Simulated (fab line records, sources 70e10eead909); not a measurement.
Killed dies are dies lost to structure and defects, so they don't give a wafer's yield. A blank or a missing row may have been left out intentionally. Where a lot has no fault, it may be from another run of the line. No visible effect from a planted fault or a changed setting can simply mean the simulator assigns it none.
fab line records	flow nand-harc	part 1 of 2: steps 1 to 4 of 6
[record] lots = 24	wafers = 72	last-day = 33
route steps=1302 shown A_CHANNEL_FILL_D1@500 A_DECK1_JOINT@530 A_CHANNEL_HOLE_D2@603 A_CHANNEL_FILL_D2@620
lots that met no fault: from a run of the same line without faults
start-h: the number of hours between the record's first day and the start of the first shown wafer of the lot	wait-h: hours from the lot's prior step to this one	" the same as in the row above	L1.1+2: several wafers, shown together as one row	- no value, or no start was given	* or withheld: withheld	< > ~ a bound
route shown NAME@n: names a module that has steps shown in the file, with the first one's number in the route	usual: the fault-free wafers' mean and standard deviation	same: alike in all rows	chamber/n: place in a boat	sites: readings site by site	_std_site: how widely they spread, as a standard deviation	_edge_site: outer sites' mean less inner sites'	radius-mm: for every site, how far away it sits from the centre of the wafer	mask NAME#n: copy n	behind: the tool/chamber that last shaped the wafer	hold: why the lot went on hold/how many hours it stayed there/how the hold came to an end	device: names the non-switching transistor (n, p or np)	end of line: tests of these same wafers at the route's end	a step without rows: its recipe alone	killed: at the first sort, the dies lost to defects and structure; wafer yield is something else	map: a wafer's dies, marking killed ones x, the rest . and places with no die _
set.NAME: the run value of the setting; set.NAME@STEP: its run value at that earlier step	model.NAME: the simulator's own value behind a step, which no gauge read
one table for each step of the route and one row for each wafer, over a sample of lots
services: the hour from which a tool's chamber was out of use, counted from the record's first day as start-h (under 0 if before that day), plus the number of hours and why
[[steps]]
[step NHARC_A_CHANNEL_FILL_D1_ETCHBACK_20]
[recipe] target-depth-a = 270	time-s = 13.5	c4f8-flow-sccm = withheld	o2-flow-sccm = 8	ar-flow-sccm = withheld	rf-w = 600	bias-w = 1500	chemistry = C4F8/O2/Ar
[usual] oes-product-au = 0.97/0.038	rf-vpp-V = 972/3.3
lot.wafer	tool	chamber	start-h	wait-h	oes-product-au	rf-hours-counter-h	rf-vpp-V
L075.4	rie-diel-01	2	219.00	-	1.02	0.1	971
L075.1	"	1	"	"	1.01	0.1	970
L075.5	"	2	"	"	1.03	-	969
L074.3	rie-diel-04	0	219.00	-	0.99	1.8	969
L074.1	"	2	"	"	1.00	1.7	970
L074.6	"	2	"	"	0.99	-	970
L076.1	rie-diel-01	3	232.42	-	1.01	0.2	970
L076.4	"	0	"	"	0.99	0.2	977
L076.5	"	3	"	"	1.01	-	971
L077.4	rie-diel-01	2	239.29	-	1.00	0.7	970
L077.3	"	3	"	"	0.98	0.6	970
L077.6	"	0	"	"	0.97	-	976
L078.3	rie-diel-04	1	244.68	-	1.01	2.4	969
L078.2	"	0	"	"	0.99	2.8	968
L078.5	"	2	"	"	1.00	-	970
L079.1	rie-diel-01	1	259.06	-	0.99	1.9	969
L079.3	"	2	"	"	1.02	1.9	970
L079.6	"	3	"	"	1.00	-	970
L080.1	rie-diel-04	1	271.46	-	1.01	3.5	969
L080.4	"	3	"	"	0.99	3.6	980
L080.6	"	2	"	"	0.98	-	970
L081.4	rie-diel-01	2	287.53	-	0.93	3.5	969
L081.2	"	1	"	"	0.93	3.7	970
L081.6	"	3	"	"	0.94	-	970
L082.4	rie-diel-01	3	299.23	-	0.93	3.6	969
L082.3	"	1	"	"	0.92	4.0	969
L082.6	"	3	"	"	0.94	-	969
L083.1	rie-diel-01	1	312.84	-	0.92	4.1	970
L083.3	"	3	"	"	0.92	3.7	971
L083.5	"	0	"	"	0.92	-	977
L084.2	rie-diel-04	3	312.86	-	0.93	6.0	978
L084.4	"	2	"	"	0.92	6.3	971
L084.5	"	0	"	"	0.92	-	968
L085.1	rie-diel-04	3	331.25	-	0.92	7.3	978
L085.3	"	1	"	"	0.94	8.2	969
L085.2	"	2	"	"	0.92	7.9	969
L086.3	rie-diel-01	1	331.27	-	0.92	4.9	969
L086.2	"	3	"	"	0.93	4.9	972
L086.6	"	1	"	"	0.91	-	970
L087.4	rie-diel-03	0	359.50	-	1.00	5.2	974
L087.3	"	1	"	"	1.00	5.2	973
L087.6	"	3	"	"	1.00	-	976
L089.1	rie-diel-03	1	359.55	-	1.01	5.2	972
L089.4	"	0	"	"	1.00	5.2	973
L089.6	"	2	"	"	1.02	-	971
L088.4	rie-diel-04	3	366.92	-	0.99	0	979
L088.1	"	1	"	"	1.00	0	968
L088.5	"	2	"	"	1.00	-	970
L091.2	rie-diel-03	1	380.08	-	0.92	5.7	970
L091.3	"	2	"	"	0.93	4.8	970
L091.6	"	0	"	"	0.93	-	972
L090.1	rie-diel-03	1	387.32	-	1.00	5.8	972
L090.5	"	0	"	"	1.01	-	972
L090.6	"	1	"	"	1.00	-	972
L093.4	rie-diel-04	1	392.65	-	0.94	1.0	969
L093.3	"	2	"	"	0.91	0.8	970
L093.6	"	1	"	"	0.94	-	969
L092.4	rie-diel-03	1	392.68	-	0.93	6.1	972
L092.5	"	2	"	"	0.94	-	969
L092.6	"	3	"	"	0.93	-	977
L094.4	rie-diel-01	3	415.17	-	0.93	0.7	970
L094.2	"	0	"	"	0.91	0.7	977
L094.1	"	1	"	"	0.92	0.9	968
L095.2	rie-diel-01	3	425.19	-	1.00	1.2	971
L095.3	"	1	"	"	0.99	1.7	971
L095.6	"	3	"	"	1.00	-	972
L097.2	rie-diel-04	1	433.82	-	1.01	5.0	968
L097.4	"	2	"	"	0.99	4.7	970
L097.5	"	1	"	"	1.01	-	968
L096.4	rie-diel-01	2	433.84	-	0.98	1.8	970
L096.2	"	3	"	"	1.00	1.6	971
L096.5	"	1	"	"	0.99	-	969
[step NHARC_A_DECK1_JOINT_ETCHBACK_00]
[recipe] target-depth-a = 300	time-s = 17.4	hbr-flow-sccm = 150	rf-w = 350	icp-w = 350	bias-w = 60	chemistry = HBr
[usual] drypump-motor-current-A = 5.6/0.33	oes-product-au = 1.002/0.0092	throttle-valve-pct = 23.266/0.0094
lot.wafer	tool	chamber	start-h	wait-h	drypump-motor-current-A	oes-product-au	rf-hours-counter-h	throttle-valve-pct
L075.1	rie-si-05	2	253.48	0.1	5.8	0.978	0.57	23.266
L075.4	"	3	"	"	6.2	0.999	0.74	23.274
L075.5	"	1	"	"	5.0	0.995	-	23.281
L074.1	rie-si-04	1	253.48	0.1	5.7	1.004	0.45	23.280
L074.3	"	2	"	"	5.4	0.992	0.58	23.272
L074.6	"	1	"	"	5.7	1.004	-	23.272
L076.1	rie-si-04	1	267.11	0.1	5.6	1.012	0.53	23.263
L076.4	"	0	"	"	5.9	0.996	0.59	23.288
L076.5	"	2	"	"	5.4	0.993	-	23.266
L077.3	rie-si-05	1	273.82	0.1	5.0	0.990	0.87	23.259
L077.4	"	3	"	"	6.2	0.997	0.89	23.256
L077.6	"	1	"	"	5.0	0.995	-	23.262
L078.2	rie-si-04	3	280.54	0.1	5.6	0.994	0.75	23.265
L078.3	"	0	"	"	5.9	1.005	0.69	23.273
L078.5	"	3	"	"	5.6	0.999	-	23.263
L079.3	rie-si-05	0	293.47	0.1	5.4	1.016	1.06	23.279
L079.1	"	2	"	"	5.8	1.001	0.84	23.273
L079.6	"	1	"	"	5.0	0.993	-	23.255
L080.4	rie-si-04	3	309.18	0.1	5.5	1.008	0.96	23.272
L080.1	"	0	"	"	5.9	1.015	0.94	23.245
L080.6	"	2	"	"	5.4	0.991	-	23.272
L081.4	rie-si-04	1	321.96	0.1	5.7	1.008	0.94	23.266
L081.2	"	2	"	"	5.5	0.990	0.98	23.259
L081.6	"	0	"	"	5.9	0.997	-	23.253
L082.4	rie-si-06	1	339.59	0.1	5.9	1.015	0.42	23.267
L082.3	"	2	"	"	5.4	1.004	0.49	23.271
L082.6	"	0	"	"	5.3	1.016	-	23.267
L084.4	rie-si-04	0	352.67	0.1	5.9	1.001	0	23.263
L084.2	"	1	"	"	5.7	1.013	0	23.268
L084.5	"	0	"	"	5.9	1.006	-	23.273
L083.1	rie-si-05	1	352.70	0.1	5.0	1.004	0.21	23.280
L083.3	"	2	"	"	5.8	0.993	0.21	23.250
L083.5	"	0	"	"	5.4	0.998	-	23.266
L086.2	rie-si-05	0	365.81	0.1	5.4	1.014	0.24	23.255
L086.3	"	3	"	"	6.2	1.008	0.28	23.249
L086.6	"	0	"	"	5.4	1.005	-	23.248
L085.2	rie-si-06	3	365.81	0.1	5.8	0.997	0.71	23.259
L085.3	"	1	"	"	6.0	1.003	0.68	23.273
L085.1	"	2	"	"	5.4	1.003	0.67	23.267
L089.1	rie-si-06	3	394.25	0.1	5.8	1.010	0.88	23.267
L089.4	"	2	"	"	5.4	1.007	0.85	23.269
L089.6	"	0	"	"	5.4	1.008	-	23.267
L087.4	rie-si-04	3	394.25	0.1	5.5	0.994	0.20	23.283
L087.3	"	2	"	"	5.5	0.984	0.23	23.275
L087.6	"	3	"	"	5.5	1.004	-	23.283
L088.4	rie-si-06	1	401.08	0.1	6.0	1.005	0.86	23.273
L088.1	"	0	"	"	5.3	1.001	0.91	23.255
L088.5	"	1	"	"	6.0	1.003	-	23.271
L091.3	rie-si-06	0	414.44	0.1	5.4	1.000	0.95	23.263
L091.2	"	1	"	"	5.9	1.003	0.91	23.268
L091.6	"	2	"	"	5.4	1.004	-	23.265
L090.1	rie-si-05	0	421.98	0.1	5.4	0.996	0.62	23.261
L090.6	"	3	"	"	6.2	1.006	-	23.267
L090.5	"	0	"	"	5.4	0.997	-	23.263
L093.3	rie-si-05	3	427.83	0.1	6.2	1.010	0.71	23.274
L093.4	"	0	"	"	5.4	1.005	0.65	23.280
L093.6	"	3	"	"	6.2	1.018	-	23.256
L092.4	rie-si-04	2	427.85	0.1	5.5	0.987	0.35	23.278
L092.5	"	0	"	"	5.9	1.000	-	23.257
L092.6	"	1	"	"	5.6	1.014	-	23.267
L094.1	rie-si-05	1	450.63	0.1	5.0	1.012	1.00	23.268
L094.4	"	3	"	"	6.2	1.010	0.90	23.254
L094.2	"	0	"	"	5.4	1.005	0.79	23.259
L095.2	rie-si-04	2	460.11	0.1	5.4	0.978	0.57	23.270
L095.3	"	3	"	"	5.6	0.991	0.63	23.271
L095.6	"	2	"	"	5.4	0.984	-	23.265
L096.2	rie-si-04	0	468.33	0.1	5.9	1.004	0.84	23.278
L096.4	"	2	"	"	5.5	0.974	0.63	23.245
L096.5	"	0	"	"	5.9	1.005	-	23.272
L097.2	rie-si-05	0	468.34	0.1	5.4	1.004	0.85	23.268
L097.4	"	1	"	"	5.0	1.010	1.11	23.264
L097.5	"	3	"	"	6.2	1.016	-	23.277
[step NHARC_A_CHANNEL_HOLE_D2_ETCH_44]
[recipe] target-depth-a = 1400	overetch-a = 140	time-s = 77	ion-energy-ev = 100	cf4-flow-sccm = 80	o2-flow-sccm = 20	ar-flow-sccm = 0	rf-w = 300	bias-w = 100	chemistry = CF4/O2
[usual] drypump-motor-current-A = 5.8/0.39	mfc-ar-sccm = 0.018/0.015	oes_f_703_au = 1.000/0.005	oes-product-au = 1.001/0.009	rf-vpp-V = 198.5/1.2	showerhead-plenum-p-Torr = 1.37/0.046	throttle-valve-pct = 13.396/0.0094
lot.wafer	tool	chamber	start-h	wait-h	drypump-motor-current-A	mfc-ar-sccm	oes_f_703_au	oes-product-au	rf-hours-counter-h	rf-vpp-V	showerhead-plenum-p-Torr	throttle-valve-pct
L074.3	rie-diel-10	0	296.34	0.1	5.6	0	1.004	1.003	2.8	198.0	1.42	13.381
L074.1	"	2	"	"	6.2	0.034	1.000	0.993	3.5	197.3	1.32	13.399
L074.6	"	3	"	"	5.1	0.028	1.001	0.999	-	199.3	1.36	13.396
L075.1	rie-diel-10	3	297.65	0.1	5.2	0.028	1.004	1.008	3.0	196.9	1.36	13.394
L075.4	"	0	"	"	5.6	0	0.992	1.031	2.9	198.5	1.42	13.409
L075.5	"	2	"	"	6.1	0.034	1.003	0.995	-	199.2	1.32	13.393
L076.4	rie-diel-10	1	312.41	0.0	5.9	0	1.004	1.013	4.3	197.4	1.41	13.395
L076.1	"	2	"	"	6.2	0.034	1.005	0.989	4.5	198.0	1.32	13.398
L076.5	"	2	"	"	6.2	0.034	0.998	0.989	-	196.5	1.32	13.424
L077.4	rie-diel-10	1	320.47	0.1	5.9	0	1.012	1.012	4.8	200.2	1.41	13.396
L077.3	"	2	"	"	6.2	0.034	0.990	0.996	5.0	197.0	1.32	13.400
L077.6	"	0	"	"	5.6	0	1.004	0.999	-	200.2	1.42	13.393
L078.3	rie-diel-05	3	326.56	0.0	6.1	0	0.996	0.996	3.0	196.3	1.27	13.409
L078.2	"	2	"	"	6.1	0.026	1.004	1.009	3.6	198.5	1.41	13.391
L078.5	"	0	"	"	5.5	0.005	0.989	0.995	-	197.0	1.30	13.394
L079.1	rie-diel-10	3	350.73	0.1	5.2	0.028	0.992	0.990	5.4	199.1	1.36	13.393
L079.3	"	2	"	"	6.2	0.034	0.992	1.004	6.3	197.1	1.32	13.384
L079.6	"	0	"	"	5.6	0	0.997	1.000	-	199.3	1.42	13.401
L080.1	rie-diel-07	1	363.22	0.1	6.2	0.028	1.009	1.005	2.3	199.7	1.41	13.398
L080.4	"	2	"	"	5.9	0.026	0.994	0.994	2.9	198.1	1.37	13.403
L080.6	"	3	"	"	5.2	0	1.006	0.997	-	199.5	1.43	13.403
L081.2	rie-diel-10	3	371.00	0.1	5.2	0.028	0.999	0.999	6.9	198.4	1.36	13.402
L081.4	"	1	"	"	5.9	0	1.005	1.003	7.3	198.7	1.41	13.385
L081.6	"	3	"	"	5.2	0.028	0.992	1.003	-	198.7	1.36	13.404
L082.3	rie-diel-07	1	391.90	0.1	6.2	0.028	0.996	0.998	3.7	200.0	1.41	13.399
L082.4	"	2	"	"	5.9	0.026	0.998	0.999	4.1	197.8	1.37	13.401
L082.6	"	0	"	"	5.8	0.035	0.993	1.011	-	198.7	1.39	13.387
L084.4	rie-diel-05	1	404.05	0.1	6.3	0.034	1.006	1.007	7.6	197.7	1.33	13.406
L084.2	"	3	"	"	6.1	0	1.000	0.995	7.4	194.8	1.27	13.395
L084.5	"	1	"	"	6.2	0.034	1.000	1.009	-	197.5	1.33	13.390
L083.1	rie-diel-07	0	404.19	0.1	5.8	0.035	1.003	1.009	5.4	199.8	1.39	13.401
L083.3	"	2	"	"	5.9	0.026	1.004	0.997	4.7	197.9	1.37	13.404
L083.5	"	3	"	"	5.2	0	0.996	1.000	-	199.2	1.43	13.401
L085.1	rie-diel-10	1	412.38	0.1	5.9	0	0.999	1.011	10.2	200.0	1.41	13.407
L085.3	"	2	"	"	6.2	0.034	1.001	1.011	9.0	197.1	1.32	13.390
L085.2	"	0	"	"	5.6	0	1.004	1.006	8.9	200.7	1.42	13.409
L086.3	rie-diel-07	0	412.57	0.1	5.8	0.035	1.007	0.993	5.6	199.9	1.39	13.402
L086.2	"	1	"	"	6.2	0.028	1.010	0.993	4.7	198.2	1.41	13.399
L086.6	"	3	"	"	5.2	0	0.995	0.999	-	199.0	1.43	13.398
L089.4	rie-diel-10	3	443.74	0.0	5.2	0.028	1.004	0.995	0.6	198.9	1.36	13.396
L089.1	"	2	"	"	6.2	0.034	1.001	1.006	0.9	197.6	1.32	13.389
L089.6	"	0	"	"	5.5	0	1.007	0.991	-	198.9	1.42	13.395
L087.3	rie-diel-05	2	445.58	0.1	6.1	0.026	0.995	0.992	0.7	199.8	1.41	13.391
L087.4	"	3	"	"	6.1	0	1.003	1.006	0.8	194.7	1.27	13.409
L087.6	"	2	"	"	6.1	0.026	0.991	0.989	-	199.2	1.41	13.402
L088.1	rie-diel-07	0	451.23	0.0	5.8	0.035	0.999	0.995	9.4	199.1	1.39	13.386
L088.4	"	1	"	"	6.2	0.028	0.997	1.010	8.7	199.4	1.41	13.398
L088.5	"	0	"	"	5.8	0.035	1.001	1.014	-	199.7	1.39	13.400
L091.2	rie-diel-10	0	462.68	0.1	5.6	0	1.001	0.991	1.6	198.4	1.42	13.411
L091.3	"	1	"	"	5.9	0	1.006	1.003	1.6	198.5	1.41	13.381
L091.6	"	3	"	"	5.1	0.028	1.002	0.993	-	198.0	1.36	13.395
L090.1	rie-diel-10	3	469.16	0.1	5.2	0.028	1.005	0.997	1.9	199.4	1.36	13.402
L090.5	"	2	"	"	6.2	0.034	1.006	0.993	-	196.9	1.32	13.413
L090.6	"	3	"	"	5.1	0.028	1.003	0.988	-	199.9	1.36	13.396
L093.3	rie-diel-10	2	477.66	0.1	6.2	0.034	0.998	0.993	2.6	198.0	1.32	13.383
L093.4	"	0	"	"	5.6	0	1.003	0.984	2.6	198.0	1.42	13.417
L093.6	"	3	"	"	5.2	0.028	1.000	0.988	-	197.5	1.36	13.390
L092.6	rie-diel-10	3	481.34	0.1	5.1	0.028	0.992	1.004	-	197.1	1.36	13.394
L092.4	"	0	"	"	5.6	0	1.000	1.000	-	200.8	1.42	13.392
L092.5	"	2	"	"	6.2	0.034	1.003	1.003	-	197.1	1.32	13.382
L094.2	rie-diel-10	3	502.81	0.1	5.1	0.028	0.998	0.991	4.6	198.3	1.36	13.409
L094.4	"	0	"	"	5.6	0	0.998	0.995	4.4	200.0	1.42	13.386
L094.1	"	1	"	"	5.9	0	1.000	1.008	3.9	198.4	1.41	13.401
L095.2	rie-diel-10	0	509.14	0.1	5.5	0	0.992	0.993	4.6	200.0	1.42	13.410
L095.3	"	1	"	"	5.9	0	1.004	1.003	4.1	199.8	1.41	13.394
L095.6	"	2	"	"	6.2	0.034	1.006	1.004	-	196.6	1.32	13.392
L097.2	rie-diel-05	3	517.43	0.1	6.1	0	0.996	1.009	4.9	196.7	1.27	13.383
L097.4	"	0	"	"	5.5	0.005	1.001	1.007	4.2	196.9	1.30	13.405
L097.5	"	3	"	"	6.1	0	0.995	0.998	-	194.9	1.27	13.415
L096.4	rie-diel-05	3	521.09	0.1	6.1	0	0.990	1.000	5.1	195.2	1.27	13.397
L096.2	"	1	"	"	6.3	0.034	1.006	1.013	4.3	198.1	1.33	13.395
L096.5	"	2	"	"	6.1	0.026	1.003	0.985	-	198.2	1.41	13.407
[step NHARC_A_CHANNEL_HOLE_D2_CD_MEAS_31]
[usual] cd-nm = 90.1/1.2
lot.wafer	tool	chamber	start-h	wait-h	cd-nm
L074.1	cd-sem-01	-	297.13	-	90.7
L074.3	"	-	"	"	92.1
L074.6	"	-	"	"	88.0
L075.1	cd-sem-02	-	298.43	-	90.3
L075.4	"	-	"	"	92.1
L075.5	"	-	"	"	90.7
L076.1	cd-sem-01	-	313.20	-	88.8
L076.4	"	-	"	"	90.6
L076.5	"	-	"	"	90.3
L077.3	cd-sem-03	-	321.28	-	89.5
L077.4	"	-	"	"	92.5
L077.6	"	-	"	"	91.9
L078.2	cd-sem-03	-	327.35	-	89.0
L078.3	"	-	"	"	89.5
L078.5	"	-	"	"	90.4
L079.1	cd-sem-02	-	351.56	0.1	90.0
L079.3	"	-	"	"	90.2
L079.6	"	-	"	"	90.0
L080.1	cd-sem-03	-	364.00	-	87.0
L080.4	"	-	"	"	92.9
L080.6	"	-	"	"	91.3
L081.2	cd-sem-02	-	371.78	-	88.8
L081.4	"	-	"	"	90.4
L081.6	"	-	"	"	88.8
L082.3	cd-sem-01	-	392.70	-	89.7
L082.4	"	-	"	"	88.3
L082.6	"	-	"	"	90.5
L084.2	cd-sem-03	-	404.86	-	90.8
L084.4	"	-	"	"	89.2
L084.5	"	-	"	"	88.7
L083.1	cd-sem-02	-	404.98	-	89.9
L083.3	"	-	"	"	90.1
L083.5	"	-	"	"	90.2
L085.1	cd-sem-01	-	413.18	-	90.1
L085.2	"	-	"	"	89.7
L085.3	"	-	"	"	89.8
L086.2	cd-sem-02	-	413.35	-	87.6
L086.3	"	-	"	"	92.0
L086.6	"	-	"	"	90.3
L089.1	cd-sem-02	-	444.54	-	91.0
L089.4	"	-	"	"	91.0
L089.6	"	-	"	"	90.5
L087.3	cd-sem-01	-	446.39	-	88.8
L087.4	"	-	"	"	90.7
L087.6	"	-	"	"	89.9
L088.1	cd-sem-02	-	452.03	-	94.0
L088.4	"	-	"	"	90.6
L088.5	"	-	"	"	91.9
L091.2	cd-sem-01	-	463.46	-	91.2
L091.3	"	-	"	"	89.0
L091.6	"	-	"	"	90.3
L090.1	cd-sem-02	-	469.95	-	90.5
L090.5	"	-	"	"	88.8
L090.6	"	-	"	"	89.3
L093.3	cd-sem-02	-	478.47	-	90.2
L093.4	"	-	"	"	89.7
L093.6	"	-	"	"	90.0
L092.4	cd-sem-02	-	482.25	-	90.2
L092.5	"	-	"	"	89.7
L092.6	"	-	"	"	91.1
L094.1	cd-sem-01	-	503.60	-	89.8
L094.2	"	-	"	"	90.2
L094.4	"	-	"	"	91.4
L095.2	cd-sem-01	-	509.92	-	89.1
L095.3	"	-	"	"	88.9
L095.6	"	-	"	"	88.0
L097.2	cd-sem-01	-	518.23	-	89.8
L097.4	"	-	"	"	90.6
L097.5	"	-	"	"	89.7
L096.2	cd-sem-01	-	521.89	-	89.6
L096.4	"	-	"	"	88.2
L096.5	"	-	"	"	90.8
